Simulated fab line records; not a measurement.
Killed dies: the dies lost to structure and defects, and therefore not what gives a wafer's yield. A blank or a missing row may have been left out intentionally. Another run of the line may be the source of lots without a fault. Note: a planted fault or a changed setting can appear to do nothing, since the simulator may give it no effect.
A struck lot beside a sound one + flow n5 finfet + 15 out of 1938 route steps
Sound: these wafers, L794.2, L794.3, L794.6. Wafers L804.1, L804.2, L804.6 were the ones struck. The cause comes at the end.
For every step that has rows: the tool of each side, followed by ch and its chambers, followed by its first start. Under that, the readings that differ: sound wafers + struck wafers + difference of the means + sigmas: that difference in standard deviations of wafers without a fault.
alike: readings with means less than 2 such deviations apart, plus words and numbers identical on both sides. not compared: withheld readings, readings lacking a value on some wafer, bounds such as >300 that could conceal the same value, and numbers that have no deviation in the record and whose values overlap.
The two part at a step that has a row with sigmas, a row that says differs or no value, or rows on one side only. Non-overlapping numbers with no deviation appear without sigmas and do not part them. A reading that every wafer of one side lacks parts them only if that side has two wafers or more.

N5_BEOL_M7_OVL_MEAS_29:
  sound on overlay-02 ch 0, day 9 15:52; struck on overlay-02 ch 0, day 12 10:47
  alike: V6_OVL
N5_BEOL_M7_INSPECT_30: inspects for defects (brightfield).
  sound: defect inspect-01 at day 9 15:55; struck: defect inspect-01 at day 12 10:50
  alike: raw defect count
N5_BEOL_M7_DESCUM_33: chemistry O2, time 7 s.
  sound on rie diel-03 ch 0,1, day 9 15:56; struck on rie diel-06 ch 0,1,2, day 12 11:22
  alike: drypump motor current A, oes product au, rf vpp V, showerhead plenum p Torr, temp c, throttle valve pct
  not compared: rf hours counter h
then, 1 step without rows for these wafers: N5_BEOL_M7_ETCH_72 (etches underlayer in N2/H2, target depth 6.5 nm, time 5.2 s).
N5_BEOL_M7_ETCH_65: etches SiARC in CF4, target depth 15.6 nm, time 26 s.
  sound on rie diel-03 ch 0,1, day 9 16:00; struck on rie diel-06 ch 0,1,2, day 12 11:25
  alike: bias w, drypump motor current A, etch rf on time s, oes product au, rf vpp V, showerhead plenum p Torr, throttle valve pct
  not compared: rf hours counter h
then, 3 steps without rows for these wafers: N5_BEOL_M7_ETCH_66 (etches SOC in N2/H2, target depth 80 nm, overetch 16 nm, time 120 s); N5_BEOL_M7_STRIP_69 (strips in N2/H2); N5_BEOL_M7_STRIP_73 (strips in N2/H2).
N5_BEOL_M7_VIA_ETCH_34: etches SiCOH lowk in C4F6/O2, target depth 125.5 nm, time 50.5 s.
  sound on rie diel-03 ch 0,1, day 9 16:07; struck on rie diel-06 ch 0,1,2, day 12 11:32
  alike: bias w, drypump motor current A, oes product au, rf vpp V, showerhead plenum p Torr, throttle valve pct
  not compared: rf hours counter h
then, 2 steps without rows for these wafers: N5_BEOL_M7_STRIP_76 (strips in C4F6/O2); N5_BEOL_M7_STRIP_36 (strips in N2/H2).
N5_BEOL_M7_TRENCH_ETCH_37: etches SiCOH lowk in C4F6/O2, target depth 93.478 nm, time 31.2 s.
  sound on rie diel-03 ch 0,1; struck on rie diel-06 ch 0,1,2
  alike: bias w, drypump motor current A, oes product au, rf vpp V, showerhead plenum p Torr, throttle valve pct
  not compared: rf hours counter h
N5_BEOL_M7_ETCH_41: etches SiCN in CH3F/O2, target depth 31.9 nm, time 57.8 s.
  sound on rie diel-03 ch 0,1, day 9 16:15; struck on rie diel-06 ch 0,1,2, day 12 11:40
| reading      | sound             | struck            | difference | sigmas |
|--------------|-------------------|-------------------|------------|--------|
| bias w (W)   | 74.68 75.57 75.16 | 78.65 78.00 78.25 | +3.16      | +14    |
| rf vpp V (V) | 297.3 299.6 299.5 | 306.6 306.4 307.1 | +7.9       | +7     |
  alike: drypump motor current A, oes product au, showerhead plenum p Torr, throttle valve pct
  not compared: rf hours counter h
N5_BEOL_M7_STRIP_80: strips in N2/H2, time 10 s.
  sound on rie diel-03 ch 0,1; struck on rie diel-06 ch 0,1,2
  alike: drypump motor current A, oes product au, rf vpp V, showerhead plenum p Torr, temp c, throttle valve pct
  not compared: rf hours counter h
-- a jump in the record: the struck wafers' starts before and after are 3 days apart (it breaks off in module BEOL_M7 and resumes in module PASSIVATION, where the first step shown is number 1936 of the route) --
N5_PASSIVATION_PROBE_49:
  sound: prober-02 at day 12 20:22; struck: prober-02 at day 15 17:32
  alike: defect limited yield, killed_at_M0_to_M3, killed_at_M4_up, killed at contacts, killed at front end, killed at other, killed dies, killed on rim, killed open, killed short, sort_bin_5_function, sort_bin_6_memory, sort n pass, sort yield pct

## WHERE THEY PART
Only at N5_BEOL_M7_ETCH_41, within this record. Later steps at which nothing parts them and some readings are alike: N5_BEOL_M7_STRIP_80, N5_PASSIVATION_PROBE_49.

WHY: what the simulator had put in
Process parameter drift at N5_BEOL_M7_ETCH_41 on rie diel-06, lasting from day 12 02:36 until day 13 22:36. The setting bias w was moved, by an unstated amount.
